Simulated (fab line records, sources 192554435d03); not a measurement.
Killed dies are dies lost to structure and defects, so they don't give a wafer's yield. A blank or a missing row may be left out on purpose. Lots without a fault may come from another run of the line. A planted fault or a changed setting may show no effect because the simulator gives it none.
fab line records | flow n5_finfet
record lots=24 wafers=72 last_day=18
route steps=1938 shown PMOS_HMC_CHANNEL_EPI@67 FIN_SAQP@132 FIN_CUT@169 STI_FIN_REVEAL@187
lots that met no fault: from a run of the same line without faults
start_h: hours from the record's first day to the start of the lot's first wafer shown | wait_h: hours since the lot's step before | " the same as in the row above | L1.1+2: a row that stands for several wafers | - no value, or no start given | * or withheld: withheld | < > ~ a bound
route shown NAME@n: a module of which the file shows steps, and the number in the route of the first | usual: mean/standard deviation of fault-free wafers | same: alike in all rows | chamber/n: place in a boat | sites: the reading at each site | _std_site: their standard deviation | _edge_site: outer sites' mean less inner sites' | radius_mm: how far each site lies from the wafer's centre | mask NAME#n: copy n | behind: the tool/chamber that last shaped the wafer | hold: why the lot was held/for how many hours/how that ended | device: the transistor (n, p or np) that didn't switch | end of line: the same wafers' tests at the end of the route | a step without rows: its recipe alone | killed: dies lost to structure and defects at the first sort, not the wafer's yield | map: a wafer's dies, x killed, . not, _ none there
set.NAME: the setting as run; set.NAME@STEP: as run at that earlier step | model.NAME: the simulator's own value behind a step, which no gauge read
steps of the route over a sample of lots; a table a step, a row a wafer
services: from which hour (start_h, from the record's first day; less than 0 if before it) a tool's chamber was out of use, for how many hours, and why
## steps
# step N5_PMOS_HMC_CHANNEL_EPI_INSPECT_11
# recipe mode=adi inspect_instrument=macro
# usual raw_defect_count=2.1/1.4
# columns lot.wafer tool chamber start_h wait_h raw_defect_count
L074.2 defect_inspect-02 - 17.22 0.0 1
L074.5 " - " " 1
L074.6 " - " " 1
L075.3 defect_inspect-01 - 23.89 0.0 0
L075.4 " - " " 1
L075.6 " - " " 3
L076.1 defect_inspect-01 - 29.38 0.0 4
L076.3 " - " " 2
L076.5 " - " " 2
L077.1 defect_inspect-02 - 35.40 0.0 3
L077.2 " - " " 1
L077.3 " - " " 5
L078.1 defect_inspect-01 - 42.11 0.0 4
L078.5 " - " " 0
L078.6 " - " " 1
L079.3 defect_inspect-01 - 47.48 0.0 1
L079.5 " - " " 3
L079.6 " - " " 2
L080.3 defect_inspect-01 - 53.11 0.0 1
L080.4 " - " " 1
L080.6 " - " " 3
L081.3 defect_inspect-02 - 59.79 0.0 0
L081.4 " - " " 1
L081.5 " - " " 1
L082.2 defect_inspect-01 - 65.16 0.0 2
L082.3 " - " " 2
L082.6 " - " " 2
L083.2 defect_inspect-01 - 72.09 0.0 1
L083.5 " - " " 1
L083.6 " - " " 0
L084.1 defect_inspect-02 - 77.40 0.0 1
L084.3 " - " " 1
L084.5 " - " " 1
L085.1 defect_inspect-01 - 83.87 0.0 0
L085.3 " - " " 0
L085.4 " - " " 1
L086.2 defect_inspect-01 - 88.93 0.0 1
L086.4 " - " " 2
L086.5 " - " " 3
L087.1 defect_inspect-01 - 95.70 0.0 3
L087.4 " - " " 3
L087.5 " - " " 2
L088.2 defect_inspect-02 - 101.68 0.0 4
L088.5 " - " " 1
L088.6 " - " " 5
L089.1 defect_inspect-01 - 107.88 0.2 3
L089.4 " - " " 0
L089.6 " - " " 4
L090.2 defect_inspect-01 - 113.66 0.0 1
L090.4 " - " " 2
L090.5 " - " " 1
L091.2 defect_inspect-01 - 119.66 0.0 0
L091.5 " - " " 0
L091.6 " - " " 1
L092.4 defect_inspect-02 - 124.96 0.0 2
L092.5 " - " " 5
L092.6 " - " " 4
L093.1 defect_inspect-02 - 131.26 0.0 3
L093.2 " - " " 1
L093.6 " - " " 3
L094.1 defect_inspect-02 - 136.97 0.0 1
L094.4 " - " " 2
L094.5 " - " " 1
L095.1 defect_inspect-02 - 143.82 0.0 1
L095.3 " - " " 2
L095.4 " - " " 5
L096.3 defect_inspect-01 - 149.16 0.0 1
L096.4 " - " " 2
L096.6 " - " " 2
L097.2 defect_inspect-01 - 155.47 0.0 4
L097.3 " - " " 4
L097.5 " - " " 0
# step N5_PMOS_HMC_CHANNEL_EPI_HM_OPEN_15
# recipe chemistry=CHF3/O2 target=SiO2 mask_material=CAR-ArF-block target_depth_a=406 CHF3_flow_sccm=50 O2_flow_sccm=5 Ar_flow_sccm=200 time_s=20.3 pressure_mtorr=30 source_w=650 bias_w=170 ion_energy_ev=200
# usual drypump_motor_current_A=5.6/0.44 oes_product_au=0.75/0.078 rf_vpp_V=523/12 showerhead_plenum_p_Torr=2.40/0.074 throttle_valve_pct=18.83/0.23
# columns lot.wafer tool chamber start_h wait_h drypump_motor_current_A oes_product_au rf_hours_counter_h rf_vpp_V showerhead_plenum_p_Torr throttle_valve_pct
L074.2 rie_diel-04 3 17.33 0.0 5.2 0.72 160 514 2.32 18.75
L074.5 " 1 " " 5.6 0.80 - 516 2.24 18.60
L074.6 " 0 " " 5.8 0.72 - 524 2.38 19.03
L075.3 rie_diel-04 0 24.00 0.0 5.8 0.72 199 524 2.37 19.03
L075.4 " 2 " " 6.2 0.98 4 529 2.48 18.42
L075.6 " 1 " " 5.7 0.80 - 515 2.24 18.61
L076.1 rie_diel-01 3 29.49 0.0 5.6 0.81 105 534 2.53 18.67
L076.3 " 2 " " 5.2 0.83 88 528 2.34 18.74
L076.5 " 3 " " 5.6 0.80 - 536 2.53 18.65
L077.1 rie_diel-01 1 35.52 0.0 5.8 0.92 32 509 2.37 18.57
L077.2 " 2 " " 5.2 0.82 89 530 2.34 18.74
L077.3 " 0 " " 4.9 0.71 218 517 2.40 19.01
L078.1 rie_diel-04 0 42.22 0.0 5.8 0.71 204 524 2.37 19.03
L078.5 " 0 " " 5.7 0.71 - 524 2.37 19.03
L078.6 " 3 " " 5.2 0.73 - 514 2.32 18.78
L079.3 rie_diel-01 0 47.59 0.0 5.0 0.72 222 516 2.40 19.01
L079.5 " 1 " " 5.8 0.90 - 509 2.37 18.58
L079.6 " 0 " " 5.0 0.71 - 517 2.40 19.00
L080.3 rie_diel-03 1 53.51 0.0 6.3 0.72 201 531 2.49 19.23
L080.4 " 3 " " 5.7 0.70 198 508 2.40 18.98
L080.6 " 3 " " 5.7 0.71 - 508 2.40 18.99
L081.3 rie_diel-04 0 59.95 0.0 5.8 0.71 208 523 2.37 19.05
L081.4 " 2 " " 6.2 0.96 12 529 2.48 18.43
L081.5 " 1 " " 5.7 0.79 - 514 2.24 18.65
L082.2 rie_diel-03 2 65.47 0.0 5.0 0.70 226 545 2.46 18.82
L082.3 " 1 " " 6.3 0.71 204 532 2.49 19.25
L082.6 " 3 " " 5.7 0.70 - 508 2.40 19.00
L083.2 rie_diel-01 3 72.20 0.0 5.6 0.79 116 535 2.53 18.70
L083.5 " 3 " " 5.6 0.78 - 535 2.53 18.68
L083.6 " 2 " " 5.2 0.81 - 529 2.34 18.74
L084.1 rie_diel-04 0 77.51 0.0 5.8 0.71 213 523 2.37 19.05
L084.3 " 2 " " 6.2 0.94 17 528 2.48 18.43
L084.5 " 3 " " 5.2 0.72 - 514 2.31 18.78
L085.1 rie_diel-03 3 84.11 0.0 5.7 0.69 207 508 2.40 18.99
L085.3 " 0 " " 6.0 0.70 208 515 2.37 18.61
L085.4 " 1 " " 6.3 0.72 210 532 2.49 19.24
L086.2 rie_diel-03 1 89.04 0.0 6.3 0.71 211 532 2.49 19.25
L086.4 " 2 " " 5.0 0.68 233 545 2.46 18.83
L086.5 " 0 " " 6.0 0.70 - 515 2.37 18.61
L087.1 rie_diel-03 3 95.81 0.0 5.7 0.68 210 508 2.39 19.01
L087.4 " 2 " " 5.1 0.68 235 546 2.46 18.85
L087.5 " 0 " " 6.0 0.69 - 515 2.37 18.62
L088.2 rie_diel-01 0 101.79 0.0 5.0 0.70 237 519 2.40 19.04
L088.5 " 0 " " 5.0 0.69 - 517 2.40 19.03
L088.6 " 1 " " 5.8 0.88 - 509 2.36 18.60
L089.1 rie_diel-03 1 107.99 0.0 6.3 0.71 217 531 2.48 19.24
L089.4 " 2 " " 5.0 0.68 238 545 2.46 18.83
L089.6 " 1 " " 6.3 0.70 - 529 2.48 19.26
L090.2 rie_diel-03 0 113.77 0.0 6.0 0.69 217 516 2.37 18.61
L090.4 " 3 " " 5.7 0.70 215 508 2.39 19.02
L090.5 " 2 " " 5.0 0.69 - 546 2.46 18.85
L091.2 rie_diel-03 0 119.77 0.0 6.0 0.69 219 516 2.37 18.63
L091.5 " 2 " " 5.0 0.68 - 545 2.45 18.85
L091.6 " 1 " " 6.3 0.70 - 532 2.48 19.27
L092.4 rie_diel-01 1 125.07 0.0 5.8 0.87 57 508 2.36 18.62
L092.5 " 1 " " 5.8 0.88 - 509 2.36 18.60
L092.6 " 2 " " 5.2 0.79 - 529 2.33 18.77
L093.1 rie_diel-01 1 131.37 0.0 5.8 0.87 59 510 2.36 18.61
L093.2 " 0 " " 5.0 0.69 246 517 2.39 19.05
L093.6 " 1 " " 5.8 0.88 - 510 2.36 18.63
L094.1 rie_diel-03 3 137.46 0.0 5.7 0.69 223 509 2.39 19.03
L094.4 " 1 " " 6.3 0.70 227 533 2.48 19.27
L094.5 " 1 " " 6.3 0.70 - 532 2.48 19.28
L095.1 rie_diel-01 2 143.93 0.0 5.2 0.79 120 528 2.33 18.78
L095.3 " 1 " " 5.8 0.87 63 508 2.36 18.62
L095.4 " 3 " " 5.5 0.77 138 536 2.52 18.72
L096.3 rie_diel-01 2 149.27 0.0 5.2 0.79 123 529 2.33 18.78
L096.4 " 3 " " 5.6 0.77 - 535 2.52 18.74
L096.6 " 2 " " 5.2 0.79 - 529 2.33 18.77
L097.2 rie_diel-03 0 155.58 0.0 6.1 0.68 231 514 2.36 18.65
L097.3 " 3 " " 5.7 0.68 230 509 2.39 19.05
L097.5 " 0 " " 6.1 0.68 - 515 2.36 18.65
# step N5_FIN_SAQP_RECESS_63
# recipe chemistry=HF/NH3 target=SiO2 target_depth_a=180 afs_cycles=3 temp_c=30 sublimation_temp_c=180 sublimation_time_s=60
# usual drypump_motor_current_A=5.6/0.37 foreline_p_Torr=0.1279/0.00044 temp_c=30.00/0.11
# columns lot.wafer tool chamber start_h wait_h drypump_motor_current_A foreline_p_Torr temp_c
L074.2 vapor_etch-01 1 24.11 0.1 5.4 0.1281 30.08
L074.5 " 1 " " 5.4 0.1281 29.86
L074.6 " 0 " " 5.5 0.1280 30.01
L075.3 vapor_etch-01 0 31.14 0.2 5.4 0.1279 30.02
L075.4 " 1 " " 5.4 0.1283 30.07
L075.6 " 1 " " 5.4 0.1282 30.05
L076.1 vapor_etch-02 1 36.70 0.1 6.2 0.1274 29.92
L076.3 " 1 " " 6.2 0.1275 29.92
L076.5 " 1 " " 6.2 0.1282 29.99
L077.1 vapor_etch-01 0 42.94 0.1 5.4 0.1279 30.00
L077.2 " 1 " " 5.4 0.1275 30.04
L077.3 " 0 " " 5.4 0.1281 30.05
L078.1 vapor_etch-02 0 51.41 0.1 5.3 0.1272 30.18
L078.5 " 0 " " 5.3 0.1279 30.17
L078.6 " 1 " " 6.2 0.1287 30.08
L079.3 vapor_etch-02 0 55.16 0.2 5.3 0.1278 29.93
L079.5 " 1 " " 6.2 0.1269 30.04
L079.6 " 0 " " 5.3 0.1280 29.90
L080.3 vapor_etch-01 1 60.59 0.2 5.4 0.1280 29.99
L080.4 " 0 " " 5.4 0.1283 29.91
L080.6 " 0 " " 5.4 0.1277 29.98
L081.3 vapor_etch-02 1 66.88 0.2 6.2 0.1265 29.74
L081.4 " 0 " " 5.4 0.1279 29.96
L081.5 " 0 " " 5.3 0.1276 29.91
L082.2 vapor_etch-02 0 72.44 0.1 5.3 0.1273 30.08
L082.3 " 0 " " 5.3 0.1274 30.07
L082.6 " 0 " " 5.3 0.1274 29.93
L083.2 vapor_etch-01 1 78.89 0.1 5.4 0.1280 29.93
L083.5 " 1 " " 5.4 0.1279 29.92
L083.6 " 0 " " 5.4 0.1276 29.83
L084.1 vapor_etch-02 1 84.24 0.1 6.2 0.1277 29.84
L084.3 " 0 " " 5.3 0.1282 30.08
L084.5 " 0 " " 5.3 0.1275 30.07
L085.1 vapor_etch-02 1 90.88 0.1 6.2 0.1282 30.07
L085.3 " 0 " " 5.3 0.1278 29.99
L085.4 " 1 " " 6.2 0.1280 29.99
L086.2 vapor_etch-02 0 95.76 0.1 5.3 0.1274 29.94
L086.4 " 0 " " 5.3 0.1278 29.99
L086.5 " 1 " " 6.2 0.1280 29.96
L087.1 vapor_etch-02 0 103.34 0.1 5.3 0.1283 30.05
L087.4 " 0 " " 5.3 0.1282 29.97
L087.5 " 0 " " 5.3 0.1285 29.97
L088.2 vapor_etch-02 0 109.61 0.1 5.3 0.1280 30.03
L088.5 " 1 " " 6.2 0.1288 29.84
L088.6 " 0 " " 5.3 0.1281 30.08
L089.1 vapor_etch-01 1 114.80 0.3 5.4 0.1280 29.97
L089.4 " 1 " " 5.4 0.1279 30.05
L089.6 " 0 " " 5.4 0.1283 29.89
L090.2 vapor_etch-01 1 120.85 0.2 5.4 0.1279 30.07
L090.4 " 0 " " 5.4 0.1279 30.03
L090.5 " 0 " " 5.4 0.1280 30.12
L091.2 vapor_etch-01 1 126.63 0.1 5.4 0.1282 29.93
L091.5 " 0 " " 5.4 0.1284 30.02
L091.6 " 1 " " 5.4 0.1279 30.18
L092.4 vapor_etch-02 0 131.64 0.1 5.3 0.1277 30.05
L092.5 " 0 " " 5.4 0.1281 30.09
L092.6 " 1 " " 6.2 0.1274 30.10
L093.1 vapor_etch-02 1 137.96 0.1 6.2 0.1276 30.03
L093.2 " 0 " " 5.4 0.1285 30.03
L093.6 " 0 " " 5.3 0.1285 30.06
L094.1 vapor_etch-02 1 144.67 0.1 6.2 0.1284 30.08
L094.4 " 1 " " 6.2 0.1283 30.07
L094.5 " 0 " " 5.3 0.1281 29.85
L095.1 vapor_etch-01 0 150.85 0.1 5.4 0.1281 29.84
L095.3 " 1 " " 5.4 0.1277 29.99
L095.4 " 0 " " 5.4 0.1285 30.09
L096.3 vapor_etch-01 1 155.93 0.2 5.4 0.1276 29.96
L096.4 " 0 " " 5.4 0.1281 29.97
L096.6 " 0 " " 5.4 0.1279 29.76
L097.2 vapor_etch-02 0 162.02 0.1 5.3 0.1278 30.09
L097.3 " 1 " " 6.2 0.1278 30.01
L097.5 " 0 " " 5.3 0.1286 29.84
# step N5_FIN_CUT_ETCH_21
# recipe chemistry=N2/H2 target=SOC target_depth_a=2190 overetch_a=438 mask_material=SiARC temp_c=40 ion_energy_ev=100 bias_w=61 time_s=523.5 pressure_mtorr=30 source_w=850 n2_flow_sccm=200 h2_flow_sccm=200
# usual drypump_motor_current_A=5.6/0.43 oes_product_au=0.70/0.073 rf_vpp_V=240.5/1.4 showerhead_plenum_p_Torr=2.52/0.088 temp_c=39.99/0.11 throttle_valve_pct=17.73/0.27
# columns lot.wafer tool chamber start_h wait_h drypump_motor_current_A oes_product_au rf_hours_counter_h rf_vpp_V showerhead_plenum_p_Torr temp_c throttle_valve_pct
L074.2 rie_diel-04 2 26.82 0.0 6.2 0.89 4 242.6 2.60 39.96 17.25
L074.5 " 2 " " 6.2 0.90 - 241.4 2.60 39.79 17.24
L074.6 " 1 " " 5.7 0.74 - 239.3 2.35 39.98 17.44
L075.3 rie_diel-03 3 33.44 0.0 5.7 0.66 192 240.8 2.54 39.89 17.99
L075.4 " 1 " " 6.4 0.67 196 241.7 2.63 40.00 18.15
L075.6 " 3 " " 5.7 0.66 - 239.2 2.54 39.87 17.99
L076.1 rie_diel-03 3 39.27 0.0 5.7 0.65 194 240.8 2.54 40.10 17.99
L076.3 " 0 " " 6.1 0.65 195 239.1 2.51 39.86 17.51
L076.5 " 3 " " 5.7 0.66 - 240.7 2.54 39.99 17.99
L077.1 rie_diel-04 2 45.79 0.0 6.2 0.88 9 241.5 2.60 39.93 17.25
L077.2 " 1 " " 5.7 0.73 104 237.9 2.35 40.21 17.48
L077.3 " 0 " " 5.8 0.66 205 240.2 2.52 40.02 18.11
L078.1 rie_diel-01 0 54.62 0.0 5.0 0.65 224 240.9 2.53 39.86 17.95
L078.5 " 0 " " 5.0 0.65 - 239.9 2.52 40.13 17.96
L078.6 " 3 " " 5.6 0.74 - 242.6 2.68 39.96 17.66
L079.3 rie_diel-01 3 57.48 0.0 5.6 0.73 112 242.8 2.68 40.08 17.67
L079.5 " 0 " " 5.0 0.65 - 239.9 2.52 39.95 17.95
L079.6 " 3 " " 5.6 0.74 - 241.6 2.68 40.01 17.67
L080.3 rie_diel-04 1 63.13 0.0 5.7 0.72 108 239.6 2.35 39.96 17.47
L080.4 " 3 " " 5.2 0.66 171 241.0 2.43 39.83 17.58
L080.6 " 3 " " 5.2 0.66 - 240.2 2.43 39.87 17.59
L081.3 rie_diel-03 0 69.40 0.0 6.0 0.65 204 241.9 2.51 40.08 17.50
L081.4 " 2 " " 5.0 0.64 228 241.6 2.62 39.78 17.81
L081.5 " 0 " " 6.1 0.65 - 239.3 2.51 40.07 17.50
L082.2 rie_diel-04 2 74.85 0.0 6.2 0.86 17 240.5 2.59 40.14 17.27
L082.3 " 0 " " 5.8 0.65 212 240.6 2.52 39.97 18.13
L082.6 " 1 " " 5.8 0.72 - 237.5 2.35 39.85 17.49
L083.2 rie_diel-04 3 81.44 0.0 5.2 0.66 176 240.5 2.43 39.96 17.60
L083.5 " 3 " " 5.2 0.66 - 238.8 2.43 39.85 17.61
L083.6 " 0 " " 5.8 0.65 - 240.0 2.52 39.98 18.11
L084.1 rie_diel-01 0 86.74 0.0 4.9 0.64 233 239.5 2.52 39.90 17.98
L084.3 " 3 " " 5.6 0.73 121 243.0 2.67 39.89 17.67
L084.5 " 3 " " 5.6 0.73 - 243.4 2.67 39.83 17.67
L085.1 rie_diel-04 1 93.49 0.0 5.7 0.72 118 236.6 2.34 40.06 17.47
L085.3 " 2 " " 6.2 0.85 23 241.2 2.59 39.81 17.26
L085.4 " 1 " " 5.7 0.72 - 239.7 2.34 40.01 17.48
L086.2 rie_diel-01 2 98.38 0.0 5.2 0.75 106 241.1 2.45 40.02 17.64
L086.4 " 0 " " 4.9 0.64 236 240.9 2.52 40.08 17.98
L086.5 " 1 " " 5.8 0.81 - 239.2 2.49 40.11 17.54
L087.1 rie_diel-03 2 106.65 0.0 5.0 0.63 238 241.1 2.62 39.82 17.82
L087.4 " 3 " " 5.7 0.64 213 241.4 2.53 39.81 18.04
L087.5 " 1 " " 6.3 0.65 - 240.5 2.62 39.79 18.18
L088.2 rie_diel-01 1 112.21 0.0 5.8 0.81 53 239.0 2.49 39.99 17.54
L088.5 " 2 " " 5.2 0.75 - 238.0 2.45 39.90 17.64
L088.6 " 1 " " 5.8 0.81 - 240.8 2.49 39.74 17.55
L089.1 rie_diel-03 1 117.42 0.0 6.3 0.66 220 242.5 2.61 40.14 18.19
L089.4 " 2 " " 5.0 0.64 241 240.5 2.62 39.90 17.82
L089.6 " 2 " " 5.0 0.64 - 243.1 2.62 39.86 17.83
L090.2 rie_diel-03 2 124.21 0.0 5.0 0.63 244 241.2 2.62 39.90 17.83
L090.4 " 0 " " 6.0 0.64 220 240.5 2.50 40.10 17.55
L090.5 " 0 " " 6.0 0.64 - 240.0 2.50 39.90 17.55
L091.2 rie_diel-03 2 129.43 0.0 5.0 0.63 246 243.0 2.62 39.91 17.82
L091.5 " 1 " " 6.3 0.65 - 242.1 2.61 39.96 18.20
L091.6 " 0 " " 6.1 0.64 - 239.3 2.50 40.22 17.55
L092.4 rie_diel-01 3 133.90 0.0 5.6 0.72 135 241.8 2.67 39.87 17.70
L092.5 " 3 " " 5.6 0.71 - 242.9 2.67 40.01 17.68
L092.6 " 2 " " 5.2 0.73 - 239.7 2.45 39.94 17.64
L093.1 rie_diel-04 3 140.69 0.0 5.2 0.65 194 239.7 2.42 40.05 17.63
L093.2 " 0 " " 5.8 0.64 230 239.9 2.51 40.08 18.17
L093.6 " 3 " " 5.2 0.64 - 239.4 2.42 40.11 17.62
L094.1 rie_diel-01 3 147.36 0.0 5.6 0.71 140 243.1 2.66 39.95 17.70
L094.4 " 2 " " 5.2 0.73 - 240.6 2.45 39.84 17.65
L094.5 " 3 " " 5.6 0.71 - 241.3 2.66 40.08 17.70
L095.1 rie_diel-03 1 153.72 0.0 6.3 0.64 233 241.6 2.61 40.01 18.23
L095.3 " 0 " " 6.0 0.63 231 240.4 2.50 39.91 17.57
L095.4 " 1 " " 6.3 0.64 - 241.6 2.61 40.13 18.21
L096.3 rie_diel-04 2 158.57 0.0 6.2 0.82 42 240.8 2.58 40.09 17.30
L096.4 " 1 " " 5.7 0.71 134 238.3 2.34 40.04 17.53
L096.6 " 0 " " 5.8 0.64 - 240.8 2.51 39.81 18.16
L097.2 rie_diel-01 1 169.32 0.0 5.8 0.78 73 240.2 2.48 39.90 17.58
L097.3 " 2 " " 5.2 0.73 131 240.9 2.44 40.04 17.68
L097.5 " 0 " " 5.0 0.90 - 239.9 2.51 40.03 17.50
# step N5_STI_FIN_REVEAL_CMP_04
# recipe stop_on=Si3N4 t_overpolish_s=4 down_force_psi=2 platen_rpm=54.18 post_cmp_clean=alkaline_brush pad_velocity_m_s=1.078 target_thk_nm=131.83
# usual motor_current_A=8.0/0.7 overpolish_run_s=4.000/0.0081 retaining_ring_pressure_frac=1.001/0.0049 slurry_filter_dp_kPa=13.47/0.15 time_to_endpoint_s=105/5.3
# columns lot.wafer tool chamber start_h wait_h motor_current_A overpolish_run_s retaining_ring_pressure_frac slurry_filter_dp_kPa time_to_endpoint_s
L074.2 cmp-02 0 32.87 0.1 8.1 3.994 1.012 13.43 98
L074.5 " 1 " " 9.1 4.005 0.993 13.33 108
L074.6 " 2 " " 8.0 4.008 1.007 13.82 99
L075.4 cmp-02 0 40.05 0.1 8.0 4.005 1.004 13.33 97
L075.3 " 2 " " 7.5 4.012 0.997 13.36 95
L075.6 " 0 " " 7.6 4.004 0.996 13.54 95
L076.3 cmp-02 3 46.10 0.0 9.0 4.002 0.996 13.76 103
L076.1 " 0 " " 7.9 4.011 0.996 13.54 99
L076.5 " 3 " " 8.4 3.999 0.995 13.62 104
L077.3 cmp-04 3 51.76 0.0 7.6 4.017 0.996 13.28 114
L077.2 " 1 " " 7.8 4.004 1.007 13.60 111
L077.1 " 2 " " 7.5 3.987 0.998 13.46 109
L078.1 cmp-04 0 60.70 0.1 8.5 3.996 0.994 13.48 110
L078.5 " 1 " " 7.7 3.991 0.989 13.76 108
L078.6 " 2 " " 7.6 3.989 1.000 13.48 109
L079.3 cmp-02 0 63.53 0.1 7.6 3.986 1.002 13.51 96
L079.6 " 2 " " 7.8 4.008 1.003 13.36 105
L079.5 " 3 " " 8.6 4.009 0.994 13.45 105
L080.4 cmp-04 2 69.29 0.0 7.3 4.010 1.004 13.30 111
L080.3 " 0 " " 8.2 3.997 0.998 13.45 111
L080.6 " 3 " " 7.8 3.993 1.009 13.50 118
L081.4 cmp-01 0 75.34 0.0 7.5 4.002 0.993 13.52 101
L081.3 " 3 " " 9.4 4.004 0.993 13.66 102
L081.5 " 0 " " 7.1 3.997 0.999 13.49 99
L082.3 cmp-04 0 80.84 0.0 8.7 4.000 0.990 13.62 110
L082.2 " 2 " " 7.7 4.013 0.999 13.36 107
L082.6 " 1 " " 7.5 4.015 1.004 13.69 109
L083.2 cmp-02 2 87.51 0.1 7.5 3.990 0.996 13.59 106
L083.6 " 3 " " 8.3 4.010 1.004 13.22 106
L083.5 " 0 " " 7.2 4.010 1.004 13.66 104
L084.3 cmp-02 1 93.17 0.0 8.8 4.008 1.005 13.38 109
L084.1 " 3 " " 8.6 4.016 1.006 13.50 107
L084.5 " 2 " " 7.8 4.000 1.004 13.35 103
L085.3 cmp-01 3 100.19 0.1 9.6 3.994 1.000 13.82 109
L085.1 " 0 " " 7.1 4.014 0.998 13.73 108
L085.4 " 1 " " 7.1 3.988 1.006 13.35 106
L086.4 cmp-01 3 104.82 0.0 9.3 3.999 0.995 13.57 108
L086.2 " 2 " " 7.8 4.014 0.998 13.57 105
L086.5 " 3 " " 9.8 3.994 1.004 13.71 109
L087.1 cmp-02 0 112.64 0.1 7.7 3.987 1.001 13.36 101
L087.4 " 1 " " 9.0 4.006 1.002 13.39 104
L087.5 " 0 " " 7.4 3.989 1.001 13.37 99
L088.2 cmp-01 1 118.46 0.1 7.4 4.002 0.996 13.46 107
L088.6 " 3 " " 9.2 4.002 1.001 13.49 105
L088.5 " 0 " " 7.2 4.002 1.003 13.35 101
L089.4 cmp-02 2 123.39 0.0 7.4 3.990 1.014 13.15 105
L089.1 " 3 " " 8.2 3.999 1.007 13.46 105
L089.6 " 2 " " 7.6 3.991 1.006 13.45 106
L090.4 cmp-04 0 130.21 0.1 8.6 4.009 1.003 13.15 101
L090.2 " 2 " " 7.2 4.008 1.006 13.19 101
L090.5 " 3 " " 7.8 4.008 1.012 13.33 112
L091.2 cmp-04 2 135.52 0.1 7.4 4.002 0.999 13.71 101
L091.6 " 0 " " 8.1 3.996 1.002 13.55 100
L091.5 " 1 " " 7.7 3.996 1.007 13.26 99
L092.4 cmp-01 0 139.89 0.1 7.3 3.998 0.997 13.48 108
L092.5 " 3 " " 9.3 3.993 0.999 13.65 113
L092.6 " 0 " " 7.2 3.981 1.004 13.51 108
L093.1 cmp-04 1 146.63 0.0 7.6 3.992 1.001 13.66 101
L093.2 " 0 " " 8.0 3.989 0.997 13.54 101
L093.6 " 1 " " 7.8 3.993 0.992 13.50 101
L094.4 cmp-01 1 153.49 0.1 7.3 4.005 1.001 13.39 107
L094.1 " 2 " " 7.8 4.003 0.999 13.65 109
L094.5 " 0 " " 7.1 4.007 0.997 13.54 102
L095.3 cmp-01 2 159.67 0.0 7.7 3.981 1.003 13.54 112
L095.1 " 3 " " 9.2 4.014 0.994 13.60 112
L095.4 " 0 " " 7.1 4.008 0.998 13.53 110
L096.4 cmp-04 2 164.84 0.1 7.4 4.002 0.999 13.58 92
L096.3 " 3 " " 7.6 3.990 0.995 13.55 100
L096.6 " 1 " " 7.8 4.019 0.998 13.74 93
L097.3 cmp-02 2 175.68 0.1 7.9 3.992 0.999 13.29 100
L097.2 " 3 " " 8.6 4.011 1.002 13.32 102
L097.5 " 1 " " 8.4 4.006 0.990 13.71 104
# step N5_STI_FIN_REVEAL_CD_MEAS_22
# recipe target_cd_nm=6.238 pitch_nm=28 polarity=line
# usual cd_nm=6.32/0.25
# columns lot.wafer tool chamber start_h wait_h cd_nm
L074.2 cd_sem-03 - 36.43 0.0 6.26
L074.5 " - " " 6.33
L074.6 " - " " 5.92
L075.3 cd_sem-03 - 43.50 0.0 6.12
L075.4 " - " " 5.79
L075.6 " - " " 6.45
L076.1 cd_sem-02 - 50.16 0.0 6.23
L076.3 " - " " 6.11
L076.5 " - " " 6.33
L077.1 cd_sem-01 - 55.78 0.0 6.58
L077.2 " - " " 6.18
L077.3 " - " " 5.92
L078.1 cd_sem-01 - 64.15 0.0 6.34
L078.5 " - " " 6.43
L078.6 " - " " 6.43
L079.3 cd_sem-03 - 67.04 0.0 5.85
L079.5 " - " " 6.48
L079.6 " - " " 6.54
L080.3 cd_sem-03 - 72.80 0.0 5.89
L080.4 " - " " 6.21
L080.6 " - " " 5.87
L081.3 cd_sem-03 - 78.89 0.0 6.42
L081.4 " - " " 6.18
L081.5 " - " " 6.56
L082.2 cd_sem-02 - 84.39 0.0 5.95
L082.3 " - " " 6.43
L082.6 " - " " 6.75
L083.2 cd_sem-01 - 91.16 0.0 5.89
L083.5 " - " " 6.36
L083.6 " - " " 5.96
L084.1 cd_sem-03 - 96.64 0.0 6.22
L084.3 " - " " 6.54
L084.5 " - " " 6.13
L085.1 cd_sem-01 - 103.61 0.0 6.44
L085.3 " - " " 6.73
L085.4 " - " " 6.11
L086.2 cd_sem-03 - 108.51 0.0 6.48
L086.4 " - " " 6.13
L086.5 " - " " 6.29
L087.1 cd_sem-03 - 116.13 0.0 6.09
L087.4 " - " " 6.32
L087.5 " - " " 6.10
L088.2 cd_sem-03 - 122.16 0.0 6.62
L088.5 " - " " 6.31
L088.6 " - " " 6.31
L089.1 cd_sem-01 - 127.04 0.0 6.42
L089.4 " - " " 5.92
L089.6 " - " " 5.84
L090.2 cd_sem-03 - 135.25 0.0 6.07
L090.4 " - " " 6.45
L090.5 " - " " 6.06
L091.2 cd_sem-01 - 138.90 0.0 6.21
L091.5 " - " " 6.27
L091.6 " - " " 6.21
L092.4 cd_sem-01 - 143.52 0.0 6.76
L092.5 " - " " 6.64
L092.6 " - " " 6.46
L093.1 cd_sem-02 - 150.57 0.0 6.44
L093.2 " - " " 6.01
L093.6 " - " " 6.50
L094.1 cd_sem-01 - 156.91 0.0 6.26
L094.4 " - " " 6.25
L094.5 " - " " 6.12
L095.1 cd_sem-02 - 163.14 0.0 6.14
L095.3 " - " " 6.20
L095.4 " - " " 6.46
L096.3 cd_sem-02 - 168.40 0.0 6.48
L096.4 " - " " 6.46
L096.6 " - " " 6.00
L097.2 cd_sem-02 - 179.10 0.0 6.15
L097.3 " - " " 6.37
L097.5 " - " " 6.38
## services
# columns tool chamber start_h hours kind
rie_diel-04 2 -5.81 - clean
rie_diel-04 2 -5.81 - consumable_replace:focus_ring
rie_diel-04 2 -5.81 17.5 scheduled_down
rie_diel-04 2 -5.81 17.5 vent_cycle
cmp-02 - 8.59 1.3 repair
rie_diel-01 1 8.71 4.3 repair
rie_diel-03 - 9.66 0.5 repair
cmp-01 - 40.52 2.9 repair
cmp-01 - 47.53 4.0 pm
cmp-01 - 51.53 - consumable_replace:conditioner
rie_diel-04 0 90.90 7.5 repair
cmp-04 - 111.77 0.6 repair
cmp-04 - 116.44 4.0 pm
cmp-04 - 120.44 - consumable_replace:conditioner
cmp-04 - 120.44 - consumable_replace:pad
cmp-04 - 124.14 4.6 pm
vapor_etch-01 1 128.25 3.4 repair
rie_diel-04 1 136.39 8.7 repair
rie_diel-03 2 142.38 - clean
rie_diel-03 2 142.38 - consumable_replace:focus_ring
rie_diel-01 0 144.02 - clean
rie_diel-01 0 144.02 - consumable_replace:focus_ring
rie_diel-01 0 144.02 16.1 scheduled_down
rie_diel-01 0 144.02 16.1 vent_cycle
## key
fault none
